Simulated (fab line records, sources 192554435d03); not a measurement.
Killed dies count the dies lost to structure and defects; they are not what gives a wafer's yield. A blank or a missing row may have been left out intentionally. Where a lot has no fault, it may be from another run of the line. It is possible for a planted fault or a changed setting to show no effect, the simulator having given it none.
fab line records ; flow n5Finfet
record lots=11; wafers=33; lastDay=18
route steps=1938 shown BEOL_M9@1421 PASSIVATION@1936
lots with no fault: from the same line, run without faults
startH: start of the lot's first displayed wafer, in hours after the record's first day ; waitH: hours since the lot's step before ; " unchanged from the row above ; L1.1+2: a row that stands for several wafers ; - value missing, or start not given ; * or withheld: withheld ; < > ~ a bound
route shown NAME@n: NAME is a module with steps in the file, n the number in the route of the first one ; usual: average and standard deviation across the fault-free wafers ; same: alike in all rows ; chamber/n: place in a boat ; sites: the reading at each site ; _std_site: how widely they spread, as a standard deviation ; _edge_site: outer sites' mean less inner sites' ; radiusMm: for every site, how far away it sits from the centre of the wafer ; mask NAME#n: copy n ; behind: the tool/chamber that last shaped the wafer ; hold: reason for holding the lot/hours on hold/outcome of the hold ; device: the transistor (n, p or np) that didn't switch ; end of line: tests of these same wafers at the route's end ; where a step has no rows: the recipe by itself ; killed: not the wafer's yield, but the dies lost to structure and defects at the first sort ; map: a wafer's dies, marking killed ones x, the rest . and places with no die _
set.NAME: the run value of the setting; set.NAME@STEP: its run value at that earlier step ; model.NAME: the simulator's own value behind a step, which no gauge read
the route's steps for a sample of lots (tables are steps, rows are wafers)
services: a tool's chamber out of use, with start hour (startH, from the record's first day; less than 0 if before it), hours out, and reason
## steps
# step N5_BEOL_M9_STRIP_67
# recipe chemistry=CF4; resist=SiARC; powerW=300; biasPowerW=75; pressureMtorr=50; cf4FlowSccm=150; rfFrequencyHz=6e+07
# usual drypumpMotorCurrentA=5.6/0.34; oesProductAu=0.74/0.066; powerW=300.0/0.84; rfVppV=271.4/1.2; showerheadPlenumPTorr=1.80/0.04; throttleValvePct=13.71/0.22
lot.wafer;tool;chamber;startH;waitH;drypumpMotorCurrentA;oesProductAu;powerW;rfHoursCounterH;rfVppV;showerheadPlenumPTorr;throttleValvePct
L596.3;rieDiel-05;1;239.93;0.0;5.5;0.71;300.1;206;270.6;1.78;13.78
L596.5;rieDiel-05;3;239.93;0.0;5.8;0.74;299.7;-;270.7;1.78;13.74
L596.6;rieDiel-05;0;239.93;0.0;5.8;0.71;298.7;-;274.2;1.85;13.82
L597.2;rieDiel-05;2;247.98;0.0;5.2;0.71;299.5;196;270.6;1.77;13.54
L597.5;rieDiel-05;0;247.98;0.0;5.8;0.72;299.9;-;273.9;1.85;13.83
L597.6;rieDiel-05;1;247.98;0.0;5.5;0.70;299.8;-;270.8;1.78;13.75
L599.1;rieDiel-05;0;258.64;0.0;5.8;0.72;298.8;210;271.9;1.85;13.86
L599.4;rieDiel-05;2;258.64;0.0;5.3;0.72;301.1;-;271.3;1.77;13.53
L599.6;rieDiel-05;0;258.64;0.0;5.8;0.71;301.4;-;274.2;1.85;13.84
L598.2;rieDiel-04;1;261.73;0.0;5.5;0.77;299.8;135;271.6;1.80;13.91
L598.3;rieDiel-04;0;261.73;0.0;6.2;0.72;300.6;211;271.5;1.79;13.73
L598.6;rieDiel-04;3;261.73;0.0;5.0;0.97;300.0;-;269.5;1.76;13.29
L601.2;rieDiel-05;0;272.91;0.0;5.8;0.70;301.0;217;271.8;1.85;13.85
L601.5;rieDiel-05;0;272.91;0.0;5.8;0.71;299.9;-;272.4;1.85;13.85
L601.6;rieDiel-05;3;272.91;0.0;5.9;0.73;299.0;-;271.2;1.78;13.76
L607.1;rieDiel-05;0;311.12;0.0;5.8;0.70;299.5;230;272.4;1.85;13.89
L607.2;rieDiel-05;3;311.12;0.0;5.8;0.72;299.2;203;272.1;1.78;13.77
L607.5;rieDiel-05;2;311.12;0.0;5.3;0.70;301.0;-;270.7;1.77;13.58
L606.1;rieDiel-03;0;322.75;0.0;5.5;0.81;300.0;100;270.8;1.74;13.57
L606.3;rieDiel-03;1;322.75;0.0;5.1;0.73;301.3;194;270.4;1.80;13.78
L606.5;rieDiel-03;3;322.75;0.0;5.6;0.72;301.1;-;271.1;1.85;14.01
L610.1;rieDiel-03;0;326.36;0.0;5.5;0.81;300.8;100;269.3;1.74;13.56
L610.2;rieDiel-03;3;326.36;0.0;5.6;0.72;300.9;202;270.1;1.85;14.02
L610.3;rieDiel-03;1;326.36;0.0;5.1;0.73;298.8;195;270.3;1.80;13.77
L613.2;rieDiel-05;3;331.03;0.0;5.8;0.72;301.6;209;270.5;1.77;13.80
L613.3;rieDiel-05;1;331.03;0.0;5.6;0.69;300.0;228;270.7;1.77;13.83
L613.4;rieDiel-05;2;331.03;0.0;5.3;0.69;298.1;224;271.4;1.76;13.62
L614.2;rieDiel-05;3;363.31;0.0;5.8;0.71;300.1;218;271.5;1.77;13.82
L614.3;rieDiel-05;1;363.31;0.0;5.5;0.68;300.1;237;272.0;1.77;13.84
L614.6;rieDiel-05;2;363.31;0.0;5.3;0.70;300.1;-;270.9;1.76;13.60
L615.1;rieDiel-04;2;383.66;0.0;6.5;0.88;299.7;39;273.5;1.90;13.15
L615.5;rieDiel-04;2;383.66;0.0;6.5;0.88;300.1;-;273.1;1.90;13.16
L615.6;rieDiel-04;0;383.66;0.0;6.2;0.69;300.0;-;270.0;1.77;13.85
# step N5_BEOL_M9_INSPECT_30
# recipe mode=adi; inspectInstrument=brightfield
# usual rawDefectCount=384/87
lot.wafer;tool;chamber;startH;waitH;rawDefectCount
L596.3;defectInspect-01;-;241.49;0.0;239
L596.5;defectInspect-01;-;241.49;0.0;377
L596.6;defectInspect-01;-;241.49;0.0;380
L597.2;defectInspect-01;-;248.65;0.0;368
L597.5;defectInspect-01;-;248.65;0.0;317
L597.6;defectInspect-01;-;248.65;0.0;407
L599.1;defectInspect-01;-;260.96;0.1;299
L599.4;defectInspect-01;-;260.96;0.1;323
L599.6;defectInspect-01;-;260.96;0.1;248
L598.2;defectInspect-01;-;266.03;0.0;409
L598.3;defectInspect-01;-;266.03;0.0;332
L598.6;defectInspect-01;-;266.03;0.0;330
L601.2;defectInspect-01;-;275.32;0.0;436
L601.5;defectInspect-01;-;275.32;0.0;333
L601.6;defectInspect-01;-;275.32;0.0;331
L607.1;defectInspect-02;-;312.07;0.1;341
L607.2;defectInspect-02;-;312.07;0.1;409
L607.5;defectInspect-02;-;312.07;0.1;458
L606.1;defectInspect-01;-;324.08;0.1;342
L606.3;defectInspect-01;-;324.08;0.1;376
L606.5;defectInspect-01;-;324.08;0.1;329
L610.1;defectInspect-02;-;328.73;0.1;701
L610.2;defectInspect-02;-;328.73;0.1;370
L610.3;defectInspect-02;-;328.73;0.1;406
L613.2;defectInspect-02;-;335.80;0.0;323
L613.3;defectInspect-02;-;335.80;0.0;238
L613.4;defectInspect-02;-;335.80;0.0;284
L614.2;defectInspect-02;-;364.39;0.0;500
L614.3;defectInspect-02;-;364.39;0.0;360
L614.6;defectInspect-02;-;364.39;0.0;485
L615.1;defectInspect-01;-;384.68;0.1;446
L615.5;defectInspect-01;-;384.68;0.1;402
L615.6;defectInspect-01;-;384.68;0.1;389
# step N5_BEOL_M9_ETCH_66
# recipe chemistry=N2/H2; target=SOC; targetDepthA=800; overetchA=160; maskMaterial=SiARC; tempC=40; timeS=120; ionEnergyEv=200; pressureMtorr=30; sourceW=840; biasW=150; n2FlowSccm=200; h2FlowSccm=200
# usual drypumpMotorCurrentA=5.6/0.45; n2FlowSccm=200.0/0.64; oesProductAu=0.58/0.066; rfVppV=524.0/1.9; showerheadPlenumPTorr=2.54/0.066; throttleValvePct=17.89/0.24
# same timeS=120
lot.wafer;tool;chamber;startH;waitH;drypumpMotorCurrentA;n2FlowSccm;oesProductAu;rfHoursCounterH;rfVppV;showerheadPlenumPTorr;throttleValvePct
L596.3;rieDiel-04;0;241.60;0.0;6.2;201.3;0.55;204;523.0;2.53;18.01
L596.5;rieDiel-04;1;241.60;0.0;5.5;200.3;0.59;-;523.7;2.54;18.09
L596.6;rieDiel-04;2;241.60;0.0;6.6;200.0;0.52;-;519.2;2.40;18.00
L597.2;rieDiel-05;2;248.76;0.0;5.2;199.8;0.55;196;523.6;2.52;17.73
L597.5;rieDiel-05;0;248.76;0.0;5.8;200.0;0.54;-;526.3;2.62;17.89
L597.6;rieDiel-05;3;248.76;0.0;5.8;199.6;0.56;-;523.2;2.54;18.11
L599.1;rieDiel-04;3;261.15;0.0;5.0;200.3;0.74;2;523.1;2.48;17.44
L599.4;rieDiel-04;1;261.15;0.0;5.6;199.1;0.59;-;524.5;2.54;18.11
L599.6;rieDiel-04;0;261.15;0.0;6.2;199.5;0.55;-;522.0;2.53;18.03
L598.2;rieDiel-03;0;266.28;0.0;5.5;199.6;0.64;82;521.7;2.47;17.86
L598.3;rieDiel-03;2;266.28;0.0;5.1;200.6;0.71;17;526.5;2.59;17.36
L598.6;rieDiel-03;0;266.28;0.0;5.5;199.9;0.64;-;523.1;2.47;17.86
L601.2;rieDiel-04;0;275.44;0.0;6.2;200.3;0.54;217;522.6;2.52;18.03
L601.5;rieDiel-04;3;275.44;0.0;5.0;199.1;0.72;-;522.7;2.47;17.44
L601.6;rieDiel-04;0;275.44;0.0;6.1;200.8;0.54;-;521.2;2.52;18.03
L607.1;rieDiel-05;1;312.18;0.0;5.6;199.9;0.53;223;522.7;2.53;18.05
L607.2;rieDiel-05;3;312.18;0.0;5.8;200.0;0.55;204;523.2;2.53;18.15
L607.5;rieDiel-05;3;312.18;0.0;5.9;199.5;0.55;-;523.1;2.53;18.15
L606.1;rieDiel-05;1;324.20;0.0;5.5;198.9;0.53;226;522.1;2.53;18.04
L606.3;rieDiel-05;3;324.20;0.0;5.9;200.5;0.55;207;523.4;2.53;18.15
L606.5;rieDiel-05;1;324.20;0.0;5.6;198.8;0.53;-;522.7;2.53;18.04
L610.1;rieDiel-04;2;328.85;0.0;6.5;199.2;0.70;21;528.1;2.71;17.57
L610.2;rieDiel-04;1;328.85;0.0;5.6;199.7;0.57;160;523.5;2.53;18.16
L610.3;rieDiel-04;3;328.85;0.0;5.0;199.4;0.70;16;521.1;2.47;17.48
L613.2;rieDiel-04;1;335.91;0.0;5.6;199.5;0.57;161;524.3;2.53;18.15
L613.3;rieDiel-04;0;335.91;0.0;6.2;201.2;0.54;238;520.6;2.52;18.08
L613.4;rieDiel-04;2;335.91;0.0;6.5;200.4;0.69;23;527.7;2.71;17.56
L614.2;rieDiel-03;1;364.50;0.0;5.1;200.5;0.55;207;522.2;2.50;17.87
L614.3;rieDiel-03;0;364.50;0.0;5.5;199.5;0.62;112;522.5;2.46;17.90
L614.6;rieDiel-03;3;364.50;0.0;5.6;198.8;0.54;-;526.8;2.62;18.12
L615.1;rieDiel-04;2;385.05;0.0;6.5;200.0;0.67;40;529.0;2.71;17.59
L615.5;rieDiel-04;2;385.05;0.0;6.5;200.0;0.67;-;527.5;2.71;17.59
L615.6;rieDiel-04;1;385.05;0.0;5.5;200.6;0.56;-;523.9;2.52;18.15
# step N5_BEOL_M9_CURE_72
# recipe tempC=370; timeS=120; ambient=DMADMS/He; material=SiCOH_lowk
# usual lampPowerPct=52.32/0.053; runLengthS=178.0/1.1; timeS=120/0; wafer_temp_C_max=371.7/0.71
lot.wafer;tool;chamber;startH;waitH;lampPowerPct;runLengthS;timeS;wafer_temp_C_max
L596.3;uvCure-02;2;242.27;0.1;52.25;176.7;120;371.9
L596.5;uvCure-02;2;242.27;0.1;52.40;177.3;120;372.0
L596.6;uvCure-02;2;242.27;0.1;52.23;176.8;120;371.3
L597.2;uvCure-01;2;249.53;0.2;52.27;181.3;120;371.4
L597.5;uvCure-01;2;249.53;0.2;52.31;181.2;120;371.2
L597.6;uvCure-01;2;249.53;0.2;52.31;181.3;120;371.4
L599.1;uvCure-01;2;261.72;0.0;52.27;177.4;120;371.4
L599.4;uvCure-01;2;261.72;0.0;52.27;177.4;120;371.5
L599.6;uvCure-01;2;261.72;0.0;52.35;177.4;120;372.3
L598.2;uvCure-01;2;267.11;0.3;52.31;177.8;120;371.7
L598.3;uvCure-01;2;267.11;0.3;52.32;177.4;120;371.2
L598.6;uvCure-01;2;267.11;0.3;52.30;177.9;120;371.7
L601.2;uvCure-02;1;276.30;0.2;52.37;177.1;120;373.3
L601.5;uvCure-02;1;276.30;0.2;52.35;177.6;120;372.9
L601.6;uvCure-02;1;276.30;0.2;52.29;177.1;120;372.9
L607.1;uvCure-01;1;312.93;0.2;52.26;178.2;120;371.0
L607.2;uvCure-01;1;312.93;0.2;52.38;177.9;120;370.9
L607.5;uvCure-01;1;312.93;0.2;52.31;177.9;120;371.4
L606.1;uvCure-02;2;324.77;0.0;-;-;-;-
L606.3;uvCure-02;2;324.77;0.0;-;-;-;-
L606.5;uvCure-02;2;324.77;0.0;-;-;-;-
L610.1;uvCure-01;2;329.71;0.3;-;-;-;-
L610.2;uvCure-01;2;329.71;0.3;-;-;-;-
L610.3;uvCure-01;2;329.71;0.3;-;-;-;-
L613.2;uvCure-01;1;336.53;0.1;-;-;-;-
L613.3;uvCure-01;1;336.53;0.1;-;-;-;-
L613.4;uvCure-01;1;336.53;0.1;-;-;-;-
L614.2;uvCure-03;2;365.26;0.2;52.30;176.9;120;371.2
L614.3;uvCure-03;2;365.26;0.2;52.38;176.8;120;371.1
L614.6;uvCure-03;2;365.26;0.2;52.31;176.9;120;371.1
L615.1;uvCure-01;0;385.71;0.1;52.33;178.9;120;372.1
L615.5;uvCure-01;0;385.71;0.1;52.32;178.5;120;372.1
L615.6;uvCure-01;0;385.71;0.1;52.20;178.9;120;372.1
# step N5_PASSIVATION_PROBE_49
# usual defectLimitedYield=91.4/1.3; killed_at_M0_to_M3=34/10; killed_at_M4_up=14/5.6; killedAtContacts=13/5.9; killedAtFrontEnd=37/9.9; killedAtOther=3.5/2.8; killedDies=101/15; killedOpen=67/12; killedShort=32/6.6; sort_bin_4_leakage=0.00/0.014; sort_bin_5_function=5.0/0.81; sort_bin_6_memory=3.2/0.66; sortNPass=1079/15; sortYieldPct=91.4/1.3
# same grossDies=1180; killedAtBackSide=0; sort_bin_8_speed[%]=0
lot.wafer;tool;chamber;startH;waitH;defectLimitedYield[%];killed_at_M0_to_M3;killed_at_M4_up;killedAtContacts;killedAtFrontEnd;killedAtOther;killedDies;killedOpen;killedShort;sort_bin_4_leakage[%];sort_bin_5_function[%];sort_bin_6_memory[%];sortNPass;sortYieldPct[%]
L596.3;prober-02;-;308.74;0.1;91.7;29;11;19;35;4;98;65;32;0;5.1;2.8;1082;91.7
L596.5;prober-02;-;308.84;0.2;91.9;38;14;11;31;2;96;68;28;0;4.8;3.1;1084;91.9
L596.6;prober-02;-;308.89;0.3;90.8;42;15;11;41;0;109;81;28;0;6.4;2.5;1071;90.8
L598.2;prober-02;-;323.84;0.1;92.3;31;8;19;24;9;91;59;31;0;4.6;2.8;1089;92.3
L598.3;prober-02;-;323.89;0.1;91.9;29;17;16;31;2;95;68;27;0;4.7;3.3;1085;91.9
L598.6;prober-02;-;324.04;0.3;92.1;23;9;11;42;8;93;51;42;0;4.7;2.6;1087;92.1
L610.1;prober-01;-;395.85;0.0;93.6;26;12;4;25;9;76;45;29;0;4.0;2.0;1104;93.6
L610.2;prober-01;-;395.90;0.1;92.2;37;14;5;32;4;92;60;32;0;4.8;2.9;1088;92.2
L610.3;prober-01;-;395.95;0.1;91.2;40;4;17;39;4;104;58;45;0;5.2;3.5;1076;91.2
# killed by level:class
L596.3 MOL_CONTACT_COAG:geometricParticle:open=16 FIN_SAQP:geometricParticle:open=10 FIN_SAQP:geometricParticle:short=6 BEOL_M0_SAQP:geometricParticle:open=6 GATE_CUT:geometricParticle:short=5 BEOL_M0_SAQP:geometricParticle:short=5 STI_FIN_REVEAL:geometricParticle:open=4 BEOL_M4:geometricParticle:open=4
L596.5 BEOL_M3:geometricParticle:open=14 MOL_CONTACT_COAG:geometricParticle:open=10 STI_FIN_REVEAL:geometricParticle:open=8 BEOL_M4:geometricParticle:open=8 FIN_SAQP:geometricParticle:open=6 BEOL_M2:geometricParticle:open=6 BEOL_M0_SAQP:geometricParticle:short=4 BEOL_M3:geometricParticle:short=4
L596.6 FIN_SAQP:geometricParticle:open=13 STI_FIN_REVEAL:geometricParticle:open=12 BEOL_M2:geometricParticle:open=12 BEOL_M3:geometricParticle:open=8 MOL_CONTACT_COAG:geometricParticle:open=7 BEOL_M4:geometricParticle:open=6 BEOL_M1:geometricParticle:open=5 BEOL_M3:geometricParticle:short=5
L598.2 MOL_CONTACT_COAG:geometricParticle:open=16 BEOL_M0_SAQP:geometricParticle:open=12 BEOL_M0_SAQP:geometricParticle:short=8 FIN_SAQP:geometricParticle:short=6 FIN_SAQP:geometricParticle:open=4 BEOL_M4:geometricParticle:open=4 STI_FIN_REVEAL:geometricParticle:short=3 BEOL_M2:geometricParticle:open=3
L598.3 MOL_CONTACT_COAG:geometricParticle:open=16 BEOL_M0_SAQP:geometricParticle:short=9 BEOL_M0_SAQP:geometricParticle:open=8 BEOL_M4:geometricParticle:open=8 GATE_CUT:geometricParticle:short=7 BEOL_M2:geometricParticle:open=7 STI_FIN_REVEAL:geometricParticle:open=6 FIN_SAQP:geometricParticle:open=4
L598.6 FIN_SAQP:geometricParticle:open=12 MOL_CONTACT_COAG:geometricParticle:open=10 FIN_SAQP:geometricParticle:short=7 BEOL_M0_SAQP:geometricParticle:short=6 STI_FIN_REVEAL:geometricParticle:open=5 BEOL_M2:geometricParticle:short=4 BEOL_M2:geometricParticle:open=4 STI_FIN_REVEAL:geometricParticle:short=3
L610.1 BEOL_M0_SAQP:geometricParticle:short=8 BEOL_M2:geometricParticle:open=8 BEOL_M4:geometricParticle:open=5 FIN_SAQP:geometricParticle:open=4 STI_FIN_REVEAL:geometricParticle:open=3 DUMMY_GATE:geometricParticle:open=3 GATE_CUT:geometricParticle:short=3 GATE_CUT:geometricParticle:open=3
L610.2 BEOL_M0_SAQP:geometricParticle:short=15 FIN_SAQP:geometricParticle:open=10 BEOL_M2:geometricParticle:open=9 BEOL_M4:geometricParticle:open=9 FIN_SAQP:geometricParticle:short=7 STI_FIN_REVEAL:geometricParticle:open=7 BEOL_M0_SAQP:geometricParticle:open=7 MOL_CONTACT_COAG:geometricParticle:open=4
L610.3 BEOL_M0_SAQP:geometricParticle:short=18 MOL_CONTACT_COAG:geometricParticle:open=15 BEOL_M0_SAQP:geometricParticle:open=10 STI_FIN_REVEAL:geometricParticle:open=6 DUMMY_GATE:geometricParticle:open=6 GATE_CUT:geometricParticle:short=6 FIN_SAQP:geometricParticle:short=5 BEOL_M1:geometricParticle:open=4
## services
tool;chamber;startH;hours;kind
uvCure-03;-;220.92;7.5;pm
rieDiel-04;3;230.43;-;clean
rieDiel-04;3;230.43;-;consumableReplace:focusRing
rieDiel-04;3;230.43;24.4;scheduledDown
rieDiel-04;3;230.43;24.4;ventCycle
rieDiel-03;1;238.76;4.5;repair
rieDiel-04;2;254.91;-;clean
rieDiel-04;2;254.91;-;consumableReplace:focusRing
rieDiel-04;2;254.91;-;consumableReplace:showerhead
rieDiel-04;2;254.91;16.8;scheduledDown
rieDiel-04;2;254.91;16.8;ventCycle
uvCure-01;-;267.92;2.1;pm
rieDiel-04;3;285.00;27.2;repair
uvCure-01;-;307.00;3.4;pm
uvCure-03;-;311.58;2.1;pm
rieDiel-04;0;322.48;6.7;repair
rieDiel-04;-;351.21;1.5;repair
uvCure-01;-;354.79;7.5;pm
rieDiel-05;1;366.16;8.4;repair
rieDiel-05;-;374.16;14.6;pm
rieDiel-04;3;378.16;8.3;repair
## key
firstSign step=N5_BEOL_M9_CURE_72; reading=toolRecord; direction=missing
effect none on later readings
metAt N5_BEOL_M9_CURE_72
struckLots L606,L610,L613
rowsEnd L606.1,L606.3,L606.5
notActingAt N5_BEOL_M9_STRIP_67,N5_BEOL_M9_INSPECT_30,N5_BEOL_M9_ETCH_66
onsetBetween 312.93 324.77
earlierFault kind=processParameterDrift; tool=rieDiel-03; chamber=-; onsetH=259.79; steps=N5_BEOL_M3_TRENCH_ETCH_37; channel=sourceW; offset=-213; shape=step; actsIn=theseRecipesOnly; stated=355
fault kind=skippedStepWhole; tool=uvCure-01,uvCure-02; chamber=-; onsetH=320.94; steps=N5_BEOL_M9_CURE_72; scope=struckLotsOnly
# rowsEnd: these wafers met a further fault down the route, and their rows from its step on are left out
